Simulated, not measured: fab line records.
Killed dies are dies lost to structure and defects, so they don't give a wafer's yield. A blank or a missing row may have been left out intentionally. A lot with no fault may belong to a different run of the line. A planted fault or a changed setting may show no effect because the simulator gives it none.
fab line records ; flow n5Finfet
[record] lots = 9; wafers = 27; lastDay = 18
route steps=1938 shown BEOL_M1@753 BEOL_M4@1111 PASSIVATION@1936
lots that met no fault: taken from a fault-free run of the same line
startH: the number of hours between the record's first day and the start of the first shown wafer of the lot ; waitH: hours since the lot's step before ; " unchanged from the row above ; L1.1+2: a row that stands for several wafers ; - no value present, or no start provided ; * or withheld: withheld ; < > ~ a bound
route shown NAME@n: NAME is a module with steps in the file, n the number in the route of the first one ; usual: the fault-free wafers' mean and standard deviation ; same: alike in all rows ; chamber/n: place in a boat ; sites: the reading at each site ; _std_site: the values' standard deviation ; _edge_site: mean of outer sites minus mean of inner sites ; radiusMm: for every site, how far away it sits from the centre of the wafer ; mask NAME#n: copy n ; behind: tool/chamber where the wafer was last shaped ; hold: cause of the lot's hold/its duration in hours/its outcome ; device: transistor that didn't switch, given as n, p or np ; end of line: tests run on the same wafers once the route is complete ; for a step that has no rows: nothing shown but its recipe ; killed: dies that structure and defects cost at the first sort, which is not the same as the wafer's yield ; map: a wafer's dies, x killed, . not, _ none there
set.NAME: the run value of the setting; set.NAME@STEP: its run value at that earlier step ; model.NAME: the simulator's own value behind a step, which no gauge read
one table for each step of the route and one row for each wafer, over a sample of lots
services: a tool's chamber out of use, with start hour (startH, from the record's first day; less than 0 if before it), hours out, and reason
[[steps]]
[step N5_BEOL_M1_PECVD_72]
[recipe] material = SiO2; targetThkA = 160; tempC = 400; precursor = TEOS/O2; pressureTorr = 5.5; rfW = 450; teosFlowSccm = 53.8; gas = O2; flowSccm = 3000; timeS = 18
[usual] chamberPressureTorr = 5.499/0.013; heaterPowerW = 698/79; showerheadPlenumPTorr = 8.78/0.031; throttleValvePct = 22.5/0.83
lot.wafer;tool;chamber;startH;waitH;chamberPressureTorr;heaterPowerW;showerheadPlenumPTorr;throttleValvePct
L841.1;pecvd-04;2;133.75;0.0;5.491;587;8.76;21.8
L841.4;pecvd-04;1;133.75;0.0;5.504;696;8.77;22.6
L841.5;pecvd-04;2;133.75;0.0;5.507;566;8.78;21.6
L846.4;pecvd-02;1;159.05;0.1;5.521;621;8.78;23.3
L846.5;pecvd-02;0;159.05;0.1;5.491;806;8.82;23.4
L846.6;pecvd-02;2;159.05;0.1;5.497;619;8.71;20.9
L849.1;pecvd-02;2;178.66;0.0;5.486;699;8.74;20.8
L849.2;pecvd-02;0;178.66;0.0;5.495;763;8.81;23.5
L849.6;pecvd-02;0;178.66;0.0;5.496;762;8.80;23.7
L850.1;pecvd-02;2;194.19;0.0;5.494;752;8.72;21.3
L850.5;pecvd-02;1;194.19;0.0;5.514;700;8.78;23.3
L850.6;pecvd-02;0;194.19;0.0;5.522;822;8.80;23.5
L852.1;pecvd-04;2;199.12;0.0;5.494;571;8.79;21.6
L852.3;pecvd-04;0;199.12;0.0;5.493;700;8.75;22.6
L852.4;pecvd-04;0;199.12;0.0;5.485;702;8.76;22.8
L856.2;pecvd-02;0;225.53;0.0;5.500;707;8.83;23.7
L856.3;pecvd-02;1;225.53;0.0;5.510;680;8.76;23.2
L856.6;pecvd-02;0;225.53;0.0;5.485;707;8.82;23.4
L858.1;pecvd-02;0;238.55;0.0;5.477;738;8.80;23.7
L858.3;pecvd-02;1;238.55;0.0;5.502;721;8.76;23.3
L858.6;pecvd-02;0;238.55;0.0;5.505;733;8.81;23.7
L859.1;pecvd-04;1;241.41;0.0;5.503;610;8.77;22.7
L859.2;pecvd-04;0;241.41;0.0;5.527;773;8.76;22.8
L859.5;pecvd-04;0;241.41;0.0;5.503;806;8.77;22.8
L860.2;pecvd-03;2;243.81;0.0;5.500;676;8.80;22.7
L860.3;pecvd-03;0;243.81;0.0;5.503;838;8.81;21.8
L860.6;pecvd-03;0;243.81;0.0;5.496;860;8.80;22.0
[step N5_BEOL_M1_SPUTTER_88]
[recipe] material = Cu; targetThkA = 45; tempC = -20; chamberPressurePa = 0.07; powerW = withheld; timeS = 8.29
[usual] chuckSensorTempC = -16.2/0.38; throttleValvePct = 29.8/0.87
lot.wafer;tool;chamber;startH;waitH;chuckSensorTempC;throttleValvePct
L841.1;pvdSputter-02;-;147.14;0.1;-16.9;30.8
L841.4;pvdSputter-02;-;147.14;0.1;-16.3;30.1
L841.5;pvdSputter-02;-;147.14;0.1;-16.3;30.1
L846.4;pvdSputter-02;-;166.81;0.1;-16.0;29.0
L846.5;pvdSputter-02;-;166.81;0.1;-16.2;28.7
L846.6;pvdSputter-02;-;166.81;0.1;-16.4;29.9
L849.1;pvdSputter-02;-;202.00;0.1;-15.9;28.8
L849.2;pvdSputter-02;-;202.00;0.1;-16.4;30.0
L849.6;pvdSputter-02;-;202.00;0.1;-16.3;29.9
L852.1;pvdSputter-03;-;221.02;0.1;-15.6;30.7
L852.3;pvdSputter-03;-;221.02;0.1;-16.2;28.7
L852.4;pvdSputter-03;-;221.02;0.1;-16.5;28.8
L850.1;pvdSputter-03;-;229.22;0.1;-16.2;30.4
L850.5;pvdSputter-03;-;229.22;0.1;-15.6;30.4
L850.6;pvdSputter-03;-;229.22;0.1;-16.4;28.5
L856.2;pvdSputter-01;-;244.95;0.1;-16.1;30.6
L856.3;pvdSputter-01;-;244.95;0.1;-15.9;29.0
L856.6;pvdSputter-01;-;244.95;0.1;-16.3;30.6
L859.1;pvdSputter-03;-;249.26;0.1;-16.3;28.6
L859.2;pvdSputter-03;-;249.26;0.1;-16.0;30.1
L859.5;pvdSputter-03;-;249.26;0.1;-16.4;28.7
L858.1;pvdSputter-01;-;254.60;0.1;-15.9;27.8
L858.3;pvdSputter-01;-;254.60;0.1;-16.3;30.7
L858.6;pvdSputter-01;-;254.60;0.1;-15.6;27.7
L860.2;pvdSputter-03;-;264.60;0.1;-15.7;30.5
L860.3;pvdSputter-03;-;264.60;0.1;-15.9;30.1
L860.6;pvdSputter-03;-;264.60;0.1;-16.5;28.8
[step N5_BEOL_M1_ANNEAL_95]
[recipe] tempC = 400; timeS = 240; ambient = vacuum
[usual] heaterPowerW = 818/65
lot.wafer;tool;chamber;startH;waitH;heaterPowerW
L841.1;pvdSputter-02;-;147.88;0.0;800
L841.4;pvdSputter-02;-;147.88;0.0;714
L841.5;pvdSputter-02;-;147.88;0.0;696
L846.4;pvdSputter-02;-;167.55;0.0;827
L846.5;pvdSputter-02;-;167.55;0.0;840
L846.6;pvdSputter-02;-;167.55;0.0;681
L849.1;pvdSputter-02;-;202.74;0.0;853
L849.2;pvdSputter-02;-;202.74;0.0;689
L849.6;pvdSputter-02;-;202.74;0.0;691
L852.1;pvdSputter-03;-;221.76;0.0;861
L852.3;pvdSputter-03;-;221.76;0.0;858
L852.4;pvdSputter-03;-;221.76;0.0;801
L850.1;pvdSputter-03;-;229.96;0.0;777
L850.5;pvdSputter-03;-;229.96;0.0;832
L850.6;pvdSputter-03;-;229.96;0.0;775
L856.2;pvdSputter-01;-;245.69;0.0;766
L856.3;pvdSputter-01;-;245.69;0.0;875
L856.6;pvdSputter-01;-;245.69;0.0;742
L859.1;pvdSputter-03;-;250.00;0.0;779
L859.2;pvdSputter-03;-;250.00;0.0;783
L859.5;pvdSputter-03;-;250.00;0.0;855
L858.1;pvdSputter-01;-;255.34;0.0;830
L858.3;pvdSputter-01;-;255.34;0.0;761
L858.6;pvdSputter-01;-;255.34;0.0;826
L860.2;pvdSputter-03;-;265.34;0.0;832
L860.3;pvdSputter-03;-;265.34;0.0;790
L860.6;pvdSputter-03;-;265.34;0.0;791
[step N5_BEOL_M1_CMP_52]
[recipe] stopOn = SiOC; tOverpolishS = 6.8; downForcePsi = 1; platenRpm = 50; clearingPlatenDownForcePsi = 1.5; clearingPlatenRpm = 50; postCmpClean = cuAlkaline; targetThkNm = 40; clearingPlatenPadVelocityMS = 0.99484; padVelocityMS = 0.99484
[usual] barrierFieldEndpointS = 24.4/0.6; clearingPlatenDownForcePsi = 1.4999/0.0029; motorCurrentA = 6.0/0.83; platenRpm = 50.00/0.037; slurryFilterDpKPa = 13.50/0.14
lot.wafer;tool;chamber;startH;waitH;barrierFieldEndpointS;clearingPlatenDownForcePsi;motorCurrentA;platenRpm;slurryFilterDpKPa
L841.4;cmp-02;1;148.59;0.2;24.4;1.5004;5.0;50.04;13.41
L841.1;cmp-02;2;148.59;0.2;24.1;1.5006;8.2;49.99;13.17
L841.5;cmp-02;0;148.59;0.2;24.1;1.5009;5.7;49.98;13.66
L846.4;cmp-04;3;168.22;0.2;24.9;1.4988;6.2;50.02;13.59
L846.6;cmp-04;2;168.22;0.2;24.7;1.5023;5.0;50.00;13.34
L846.5;cmp-04;3;168.22;0.2;24.4;1.4962;5.8;50.01;13.28
L849.2;cmp-04;1;203.45;0.3;23.7;1.4967;7.4;50.03;13.45
L849.1;cmp-04;2;203.45;0.3;24.1;1.4996;5.2;49.97;13.66
L849.6;cmp-04;3;203.45;0.3;25.1;1.5032;6.2;49.97;13.46
L852.3;cmp-01;1;222.40;0.2;24.0;1.4960;6.1;50.08;13.61
L852.1;cmp-01;2;222.40;0.2;26.0;1.4958;5.3;50.03;13.36
L852.4;cmp-01;0;222.40;0.2;24.9;1.5006;5.6;49.99;13.34
L850.1;cmp-01;3;230.71;0.4;24.1;1.4953;6.5;49.98;13.28
L850.5;cmp-01;0;230.71;0.4;25.1;1.4979;5.6;50.01;13.43
L850.6;cmp-01;1;230.71;0.4;24.7;1.5027;6.2;49.98;13.48
L856.3;cmp-02;2;246.73;0.2;24.8;1.5013;7.8;50.01;13.54
L856.2;cmp-02;0;246.73;0.2;12.2;1.5019;5.6;50.05;13.54
L856.6;cmp-02;3;246.73;0.2;25.5;1.5013;7.0;50.00;13.51
L859.2;cmp-02;1;250.63;0.2;25.0;1.4974;5.1;50.00;13.47
L859.1;cmp-02;0;250.63;0.2;24.9;1.5053;5.4;50.04;13.54
L859.5;cmp-02;1;250.63;0.2;24.7;1.4942;4.9;50.03;13.26
L858.3;cmp-01;2;256.05;0.2;24.9;1.4968;5.2;49.92;13.69
L858.1;cmp-01;3;256.05;0.2;11.8;1.5018;6.4;49.99;13.72
L858.6;cmp-01;0;256.05;0.2;25.4;1.5008;5.8;49.98;13.62
L860.3;cmp-01;1;265.98;0.2;24.7;1.4984;6.2;49.88;13.18
L860.2;cmp-01;0;265.98;0.2;25.2;1.5051;5.9;49.99;13.45
L860.6;cmp-01;1;265.98;0.2;25.3;1.5010;5.9;49.97;13.59
[step N5_BEOL_M1_THK_MEAS_53]
[recipe] thkMeasGauge = xrf; reads = Cu_of_BEOL_M1_ECD_50
[usual] M1_THK = 40.5/1.7
lot.wafer;tool;chamber;startH;waitH;M1_THK[nm]
L841.1;filmMetro-02;-;148.81;-;39.4
L841.4;filmMetro-02;-;148.81;-;41.1
L841.5;filmMetro-02;-;148.81;-;41.7
L846.4;filmMetro-02;-;168.48;-;40.5
L846.5;filmMetro-02;-;168.48;-;40.6
L846.6;filmMetro-02;-;168.48;-;40.7
L849.1;filmMetro-01;-;203.66;-;39.8
L849.2;filmMetro-01;-;203.66;-;40.0
L849.6;filmMetro-01;-;203.66;-;41.1
L852.1;filmMetro-02;-;222.69;-;41.7
L852.3;filmMetro-02;-;222.69;-;40.9
L852.4;filmMetro-02;-;222.69;-;42.0
L850.1;filmMetro-01;-;230.89;-;38.5
L850.5;filmMetro-01;-;230.89;-;40.2
L850.6;filmMetro-01;-;230.89;-;39.7
L856.2;filmMetro-01;-;247.02;-;39.0
L856.3;filmMetro-01;-;247.02;-;38.6
L856.6;filmMetro-01;-;247.02;-;42.8
L859.1;filmMetro-01;-;250.93;-;41.2
L859.2;filmMetro-01;-;250.93;-;39.9
L859.5;filmMetro-01;-;250.93;-;41.8
L858.1;filmMetro-02;-;256.26;-;40.3
L858.3;filmMetro-02;-;256.26;-;41.3
L858.6;filmMetro-02;-;256.26;-;43.1
L860.2;filmMetro-01;-;266.27;-;39.6
L860.3;filmMetro-01;-;266.27;-;41.3
L860.6;filmMetro-01;-;266.27;-;40.7
[step N5_BEOL_M4_RC_MEAS_101]
[usual] DIBL_N = 36.0/1.4; DIBL_P = 36.0/1.5; IOFF_N = 0.160/0.026; IOFF_P = 0.22/0.032; ION_N = 674/10; ION_P = 464/6.9; SS_N = 71.5/0.56; SS_P = 73.3/0.59; VT_N = 249.5/2.9; VT_P = -249.2/3
lot.wafer;tool;chamber;startH;waitH;DIBL_N[mV/V];DIBL_P[mV/V];IOFF_N[nA/um];IOFF_P[nA/um];ION_N[uA/um];ION_P[uA/um];SS_N[mV/dec];SS_P[mV/dec];VT_N[mV];VT_P[mV]
L841.1;prober-01;0;192.59;0.0;34.2;35.0;0.146;0.20;671;458;71.1;73.5;250.4;-250.2
L841.4;prober-01;0;192.59;0.0;36.6;37.5;0.176;0.26;676;466;71.4;74.0;250.2;-246.2
L841.5;prober-01;0;192.59;0.0;34.5;35.0;0.145;0.21;658;458;71.5;73.5;251.6;-249.4
L846.4;prober-02;0;221.66;0.5;34.3;33.8;0.130;0.18;665;461;71.4;73.0;254.2;-252.1
L846.5;prober-02;0;221.66;0.5;35.2;34.3;0.140;0.19;666;456;71.9;73.8;252.9;-253.2
L846.6;prober-02;0;221.66;0.5;33.6;32.1;0.116;0.16;653;451;71.0;72.1;257.1;-256.9
L849.1;prober-02;0;266.54;0.0;35.6;34.9;0.138;0.20;660;460;70.9;73.2;250.5;-250.8
L849.2;prober-02;0;266.54;0.0;38.0;38.2;0.181;0.25;688;472;71.8;73.6;247.7;-247.1
L849.6;prober-02;0;266.54;0.0;37.7;38.4;0.170;0.25;672;465;71.3;73.4;248.6;-249.1
L852.1;prober-01;0;270.30;0.0;35.4;35.2;0.133;0.20;672;464;70.9;73.1;252.5;-249.9
L852.3;prober-01;0;270.30;0.0;36.4;35.4;0.146;0.21;672;458;71.6;72.9;251.4;-250.0
L852.4;prober-01;0;270.30;0.0;35.7;35.3;0.138;0.22;671;466;70.9;73.0;253.0;-249.8
L850.1;prober-02;0;278.00;0.0;36.0;35.5;0.155;0.19;678;460;71.1;72.9;249.9;-248.4
L850.5;prober-02;0;278.00;0.0;35.9;36.7;0.156;0.21;681;467;71.5;73.7;248.9;-252.1
L850.6;prober-02;0;278.00;0.0;34.5;33.6;0.132;0.17;664;447;71.5;72.4;250.3;-255.5
L858.1;prober-01;0;300.38;0.0;37.2;36.4;0.174;0.23;691;470;72.1;73.7;247.3;-248.0
L858.3;prober-01;0;300.38;0.0;40.2;40.3;0.250;0.32;692;476;72.2;74.3;242.1;-242.5
L858.6;prober-01;0;300.38;0.0;37.8;37.3;0.182;0.25;686;478;72.6;73.4;246.4;-244.6
L856.2;prober-01;0;305.82;0.2;36.7;36.3;0.156;0.22;672;460;71.7;74.0;248.6;-251.5
L856.3;prober-01;0;305.82;0.2;35.8;35.0;0.146;0.20;675;462;71.3;73.5;250.2;-253.3
L856.6;prober-01;0;305.82;0.2;35.5;35.0;0.132;0.19;663;455;71.2;73.4;251.6;-255.1
L860.2;prober-02;0;307.85;0.2;36.9;37.2;0.193;0.25;681;468;72.2;73.8;246.9;-249.1
L860.3;prober-02;0;307.85;0.2;32.7;32.8;0.125;0.17;667;462;71.1;72.2;252.0;-252.9
L860.6;prober-02;0;307.85;0.2;36.4;36.9;0.185;0.23;674;456;71.6;74.1;246.7;-248.4
L859.1;prober-02;0;316.32;0.0;34.9;34.5;0.154;0.24;668;468;71.9;73.2;248.0;-244.9
L859.2;prober-02;0;316.32;0.0;36.6;36.5;0.198;0.27;701;481;71.5;73.9;244.7;-246.3
L859.5;prober-02;0;316.32;0.0;37.7;38.0;0.215;0.29;684;476;72.0;74.5;245.2;-243.9
[step N5_PASSIVATION_PROBE_49]
[usual] defectLimitedYield = 91.2/1.2; killed_at_M0_to_M3 = 34/9.9; killed_at_M4_up = 14/5.7; killedAtContacts = 13/6.3; killedAtFrontEnd = 39/9.9; killedAtOther = 3.7/2.8; killedDies = 104/15; killedOpen = 68/12; killedShort = 34/6.7; sort_bin_5_function = 5.2/0.9; sort_bin_6_memory = 3.3/0.57; sortNPass = 1076/15; sortYieldPct = 91.2/1.2
[same] grossDies = 1180; killedAtBackSide = 0; sort_bin_4_leakage[%] = 0; sort_bin_8_speed[%] = 0
lot.wafer;tool;chamber;startH;waitH;defectLimitedYield[%];killed_at_M0_to_M3;killed_at_M4_up;killedAtContacts;killedAtFrontEnd;killedAtOther;killedDies;killedOpen;killedShort;sort_bin_5_function[%];sort_bin_6_memory[%];sortNPass;sortYieldPct[%]
L841.1;prober-02;-;303.60;0.1;89.6;38;12;15;54;4;123;90;30;6.5;3.6;1057;89.6
L841.4;prober-02;-;303.75;0.2;91.3;25;12;11;40;15;103;56;46;4.8;3.6;1077;91.3
L841.5;prober-02;-;303.80;0.3;91.4;28;11;7;48;8;102;73;29;4.5;3.7;1078;91.4
L846.4;prober-01;-;330.27;0.2;90.4;40;18;13;34;8;113;79;32;5.6;3.7;1067;90.4
L846.5;prober-01;-;330.32;0.2;90.8;41;16;9;40;2;108;64;40;4.8;3.6;1072;90.8
L846.6;prober-01;-;330.37;0.3;92.2;34;12;12;32;2;92;69;22;4.2;3.3;1088;92.2
L849.1;prober-02;-;370.38;0.0;88.5;31;22;9;74;0;136;91;42;7.0;4.2;1044;88.5
L849.2;prober-02;-;370.43;0.1;88.9;44;11;21;55;0;131;88;36;7.1;3.4;1049;88.9
L849.6;prober-02;-;370.63;0.3;90.3;43;18;12;39;2;114;67;42;5.5;3.6;1066;90.3
L852.1;prober-02;-;382.10;0.0;91.0;26;19;24;35;2;106;65;39;4.7;3.7;1074;91.0
L852.3;prober-02;-;382.20;0.1;91.9;30;18;11;34;2;95;57;34;4.4;3.1;1085;91.9
L852.4;prober-02;-;382.25;0.2;90.3;28;15;23;44;5;115;66;45;6.4;2.7;1065;90.3
L850.1;prober-02;-;384.58;0.0;89.9;42;14;8;53;2;119;78;35;6.0;3.6;1061;89.9
L850.5;prober-02;-;384.78;0.2;91.2;33;10;7;54;0;104;66;32;5.0;3.1;1076;91.2
L850.6;prober-02;-;384.83;0.3;89.6;46;12;14;44;7;123;83;33;6.4;3.6;1057;89.6
L858.1;prober-01;-;400.45;0.0;91.8;46;13;12;21;5;97;67;28;4.9;3.1;1083;91.8
L858.3;prober-01;-;400.55;0.1;92.2;42;10;11;25;4;92;55;37;4.2;3.3;1088;92.2
L858.6;prober-01;-;400.70;0.3;92.3;28;11;9;40;3;91;55;36;5.0;2.5;1089;92.3
L856.2;prober-01;-;416.74;0.1;91.5;34;16;10;37;3;100;64;36;5.2;2.9;1080;91.5
L856.3;prober-01;-;416.79;0.1;91.4;21;13;25;38;5;102;64;33;5.3;3.0;1078;91.4
L856.6;prober-01;-;416.94;0.3;91.6;30;19;12;36;2;99;69;30;5.4;2.5;1081;91.6
L859.1;prober-01;-;418.89;0.0;92.1;27;17;18;31;0;93;70;21;4.9;3.0;1087;92.1
L859.2;prober-01;-;418.94;0.1;90.4;25;22;26;32;8;113;87;25;5.2;4.2;1067;90.4
L859.5;prober-01;-;419.09;0.2;93.1;25;14;13;26;3;81;59;20;4.3;2.5;1099;93.1
L860.2;prober-01;-;423.02;0.1;91.6;31;19;12;34;3;99;63;32;5.4;2.6;1081;91.6
L860.3;prober-01;-;423.07;0.2;93.2;19;11;7;35;8;80;40;38;3.6;3.0;1100;93.2
L860.6;prober-01;-;423.22;0.3;93.3;16;23;12;26;2;79;47;29;3.9;2.5;1101;93.3
// killed by level:class
L841.1 STI_FIN_REVEAL:geometricParticle:open=21 MOL_CONTACT_COAG:geometricParticle:open=13 BEOL_M2:geometricParticle:open=9 BEOL_M3:geometricParticle:open=9 BEOL_M1:geometricParticle:open=8 FIN_SAQP:geometricParticle:open=7 FIN_SAQP:geometricParticle:short=6 GATE_CUT:geometricParticle:short=6
L841.4 STI_FIN_REVEAL:geometricParticle:open=8 BEOL_M2:geometricParticle:open=7 GATE_CUT:geometricParticle:short=6 GATE_CUT:geometricParticle:open=6 MOL_CONTACT_COAG:geometricParticle:open=6 BEOL_M2:geometricParticle:short=6 STARTING-WAFER:geometricParticle:short=6 MOL_CONTACT_COAG:geometricParticle:short=5
L841.5 STI_FIN_REVEAL:geometricParticle:open=17 BEOL_M2:geometricParticle:open=12 MOL_CONTACT_COAG:geometricParticle:open=6 DUMMY_GATE:geometricParticle:open=6 GATE_CUT:geometricParticle:short=6 BEOL_M4:geometricParticle:open=6 FIN_SAQP:geometricParticle:open=5 STARTING-WAFER:geometricParticle:open=5
L846.4 BEOL_M0_SAQP:geometricParticle:open=15 MOL_CONTACT_COAG:geometricParticle:open=12 BEOL_M0_SAQP:geometricParticle:short=11 FIN_SAQP:geometricParticle:short=8 FIN_SAQP:geometricParticle:open=7 BEOL_M4:geometricParticle:open=7 DUMMY_GATE:geometricParticle:open=5 STI_FIN_REVEAL:geometricParticle:open=4
L846.5 BEOL_M0_SAQP:geometricParticle:open=14 BEOL_M0_SAQP:geometricParticle:short=12 BEOL_M4:geometricParticle:open=9 FIN_SAQP:geometricParticle:open=7 FIN_SAQP:geometricParticle:short=7 MOL_CONTACT_COAG:geometricParticle:open=7 STARTING-WAFER:geometricParticle:short=5 BEOL_M1:geometricParticle:open=4
L846.6 BEOL_M0_SAQP:geometricParticle:open=14 MOL_CONTACT_COAG:geometricParticle:open=8 FIN_SAQP:geometricParticle:open=7 BEOL_M0_SAQP:geometricParticle:short=6 FIN_SAQP:geometricParticle:short=5 BEOL_M3:geometricParticle:open=5 BEOL_M5:geometricParticle:open=4 DUMMY_GATE:geometricParticle:open=4
L849.1 FIN_SAQP:geometricParticle:open=24 STI_FIN_REVEAL:geometricParticle:open=13 FIN_SAQP:geometricParticle:short=12 DUMMY_GATE:geometricParticle:open=7 BEOL_M3:geometricParticle:open=7 BEOL_M4:geometricParticle:open=7 MOL_CONTACT_COAG:geometricParticle:open=6 BEOL_M2:geometricParticle:open=6
L849.2 STI_FIN_REVEAL:geometricParticle:open=16 MOL_CONTACT_COAG:geometricParticle:open=15 BEOL_M2:geometricParticle:open=14 BEOL_M3:geometricParticle:open=8 FIN_SAQP:geometricParticle:short=7 FIN_SAQP:geometricParticle:open=7 DUMMY_GATE:geometricParticle:open=7 BEOL_M0_SAQP:geometricParticle:open=6
L849.6 STI_FIN_REVEAL:geometricParticle:open=11 BEOL_M2:geometricParticle:open=10 MOL_CONTACT_COAG:geometricParticle:open=9 STI_FIN_REVEAL:geometricParticle:short=8 BEOL_M1:geometricParticle:short=7 BEOL_M4:geometricParticle:open=7 FIN_SAQP:geometricParticle:open=5 DUMMY_GATE:geometricParticle:open=5
L852.1 MOL_CONTACT_COAG:geometricParticle:open=20 BEOL_M0_SAQP:geometricParticle:short=13 BEOL_M4:geometricParticle:open=10 STI_FIN_REVEAL:geometricParticle:open=7 GATE_CUT:geometricParticle:open=4 GATE_CUT:geometricParticle:short=4 MOL_CONTACT_COAG:geometricParticle:short=4 BEOL_M0_SAQP:geometricParticle:open=4
L852.3 BEOL_M0_SAQP:geometricParticle:open=10 MOL_CONTACT_COAG:geometricParticle:open=8 FIN_SAQP:geometricParticle:short=7 BEOL_M4:geometricParticle:open=7 STI_FIN_REVEAL:geometricParticle:open=5 BEOL_M0_SAQP:geometricParticle:short=5 BEOL_M3:geometricParticle:open=5 GATE_CUT:geometricParticle:short=4
L852.4 MOL_CONTACT_COAG:geometricParticle:open=18 STI_FIN_REVEAL:geometricParticle:open=14 FIN_SAQP:geometricParticle:short=12 BEOL_M0_SAQP:geometricParticle:short=6 BEOL_M4:geometricParticle:open=6 MOL_CONTACT_COAG:geometricParticle:short=5 BEOL_M3:geometricParticle:open=5 BEOL_M0_SAQP:geometricParticle:open=4
L850.1 BEOL_M3:geometricParticle:open=14 BEOL_M0:geometricParticle:open=10 STI_FIN_REVEAL:geometricParticle:open=9 FIN_SAQP:geometricParticle:open=8 FIN_SAQP:geometricParticle:short=8 STARTING-WAFER:geometricParticle:short=6 STI_FIN_REVEAL:geometricParticle:short=5 BEOL_M2:geometricParticle:open=5
L850.5 BEOL_M2:geometricParticle:open=14 FIN_SAQP:geometricParticle:short=12 FIN_SAQP:geometricParticle:open=9 BEOL_M4:geometricParticle:open=6 DUMMY_GATE:geometricParticle:open=5 BEOL_M3:geometricParticle:open=5 STI_FIN_REVEAL:geometricParticle:open=4 MOL_CONTACT_COAG:geometricParticle:short=4
L850.6 BEOL_M3:geometricParticle:open=13 MOL_CONTACT_COAG:geometricParticle:open=12 FIN_SAQP:geometricParticle:open=11 STI_FIN_REVEAL:geometricParticle:open=8 BEOL_M0_SAQP:geometricParticle:short=7 BEOL_M2:geometricParticle:open=6 FIN_SAQP:geometricParticle:short=5 DUMMY_GATE:geometricParticle:open=5
L858.1 BEOL_M2:geometricParticle:open=15 MOL_CONTACT_COAG:geometricParticle:open=9 BEOL_M3:geometricParticle:open=7 BEOL_M0_SAQP:geometricParticle:open=6 BEOL_M5:geometricParticle:open=6 BEOL_M0_SAQP:geometricParticle:short=5 BEOL_M2:geometricParticle:short=5 STI_FIN_REVEAL:geometricParticle:open=4
L858.3 BEOL_M1:geometricParticle:open=12 FIN_SAQP:geometricParticle:short=11 BEOL_M0_SAQP:geometricParticle:short=11 MOL_CONTACT_COAG:geometricParticle:open=9 BEOL_M2:geometricParticle:open=7 BEOL_M0_SAQP:geometricParticle:open=4 BEOL_M3:geometricParticle:open=4 FIN_SAQP:geometricParticle:open=3
L858.6 FIN_SAQP:geometricParticle:short=11 STI_FIN_REVEAL:geometricParticle:open=7 MOL_CONTACT_COAG:geometricParticle:open=7 BEOL_M0_SAQP:geometricParticle:short=6 BEOL_M4:geometricParticle:open=6 FIN_SAQP:geometricParticle:open=5 BEOL_M0_SAQP:geometricParticle:open=5 BEOL_M1:geometricParticle:open=5
L856.2 BEOL_M0_SAQP:geometricParticle:open=11 FIN_SAQP:geometricParticle:open=10 GATE_CUT:geometricParticle:short=10 BEOL_M0_SAQP:geometricParticle:short=10 MOL_CONTACT_COAG:geometricParticle:open=9 BEOL_M2:geometricParticle:open=7 BEOL_M4:geometricParticle:open=5 STARTING-WAFER:geometricParticle:open=5
L856.3 MOL_CONTACT_COAG:geometricParticle:open=21 GATE_CUT:geometricParticle:open=7 FIN_SAQP:geometricParticle:open=6 BEOL_M2:geometricParticle:open=6 GATE_CUT:geometricParticle:short=5 BEOL_M3:geometricParticle:open=5 FIN_SAQP:geometricParticle:short=4 SPACER0:geometricParticle:short=4
L856.6 MOL_CONTACT_COAG:geometricParticle:open=10 BEOL_M2:geometricParticle:open=9 BEOL_M0_SAQP:geometricParticle:open=8 FIN_SAQP:geometricParticle:short=7 BEOL_M3:geometricParticle:open=7 BEOL_M4:geometricParticle:open=7 STI_FIN_REVEAL:geometricParticle:open=6 GATE_CUT:geometricParticle:short=6
L859.1 MOL_CONTACT_COAG:geometricParticle:open=18 BEOL_M4:geometricParticle:open=8 BEOL_M0_SAQP:geometricParticle:open=7 BEOL_M2:geometricParticle:open=6 FIN_SAQP:geometricParticle:short=5 GATE_CUT:geometricParticle:open=5 BEOL_M0_SAQP:geometricParticle:short=5 STI_FIN_REVEAL:geometricParticle:open=4
L859.2 MOL_CONTACT_COAG:geometricParticle:open=24 BEOL_M4:geometricParticle:open=14 FIN_SAQP:geometricParticle:open=7 DUMMY_GATE:geometricParticle:open=5 GATE_CUT:geometricParticle:open=5 BEOL_M0_SAQP:geometricParticle:open=5 BEOL_M2:geometricParticle:open=5 PASS1_DEP:geometricParticle:short=4
L859.5 STI_FIN_REVEAL:geometricParticle:open=10 MOL_CONTACT_COAG:geometricParticle:open=8 BEOL_M3:geometricParticle:open=7 BEOL_M4:geometricParticle:open=7 MOL_CONTACT_COAG:geometricParticle:short=5 FIN_SAQP:geometricParticle:open=4 BEOL_M0_SAQP:geometricParticle:open=4 BEOL_M1:geometricParticle:open=4
L860.2 FIN_SAQP:geometricParticle:open=11 MOL_CONTACT_COAG:geometricParticle:open=11 BEOL_M0_SAQP:geometricParticle:short=10 BEOL_M4:geometricParticle:open=9 BEOL_M1:geometricParticle:open=7 BEOL_M0_SAQP:geometricParticle:open=5 STI_FIN_REVEAL:geometricParticle:open=4 ILD0:geometricParticle:short=4
L860.3 BEOL_M3:geometricParticle:open=11 FIN_SAQP:geometricParticle:short=8 STI_FIN_REVEAL:geometricParticle:open=8 GATE_CUT:geometricParticle:short=6 ILD0:geometricParticle:short=5 MOL_CONTACT_COAG:geometricParticle:open=5 STI_FIN_REVEAL:geometricParticle:short=4 BEOL_M4:geometricParticle:open=3
L860.6 MOL_CONTACT_COAG:geometricParticle:open=9 BEOL_M4:geometricParticle:open=7 FIN_SAQP:geometricParticle:short=6 STI_FIN_REVEAL:geometricParticle:open=4 BEOL_M0_SAQP:geometricParticle:open=4 BEOL_M4:geometricParticle:short=4 BEOL_M5:geometricParticle:open=4 FIN_SAQP:geometricParticle:open=3
[[services]]
tool;chamber;startH;hours;kind
cmp-02;-;112.49;0.4;repair
pvdSputter-03;-;124.17;4.6;repair
pvdSputter-02;-;130.32;4.4;repair
pecvd-02;1;146.80;5.9;repair
pecvd-03;0;152.33;2.1;scheduledDown
cmp-01;-;161.30;4.5;pm
cmp-02;-;165.17;4.0;pm
cmp-02;-;169.17;-;consumableReplace:conditioner
cmp-02;-;169.17;-;consumableReplace:pad
pecvd-04;2;179.26;5.5;scheduledDown
cmp-04;-;210.25;1.3;repair
pvdSputter-01;-;211.92;2.5;repair
pecvd-04;0;236.69;2.1;scheduledDown
pecvd-03;2;238.59;4.2;repair
cmp-02;-;239.14;3.6;repair
cmp-04;-;253.78;17.5;pm
cmp-02;-;257.39;2.5;repair
[[key]]
[firstSign] step = N5_BEOL_M1_CMP_52; reading = barrierFieldEndpointS; direction = down; sigmas = 21; usual = 24.4; struck = 12.0
effect none on later readings
metAt N5_BEOL_M1_PECVD_72
struckLots L856,L858
struckWafers L856.2,L858.1
notActingAt N5_BEOL_M1_SPUTTER_88,N5_BEOL_M1_ANNEAL_95,N5_BEOL_M1_THK_MEAS_53
onsetBetween 194.19 225.53
[fault] kind = processParameterDrift; tool = pecvd-02; chamber = -; onsetH = 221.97; steps = N5_BEOL_M1_PECVD_72; channel = timeS; offset = *; shape = step; endH = 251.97; scope = struckWafersOnly; actsIn = *; stated = *
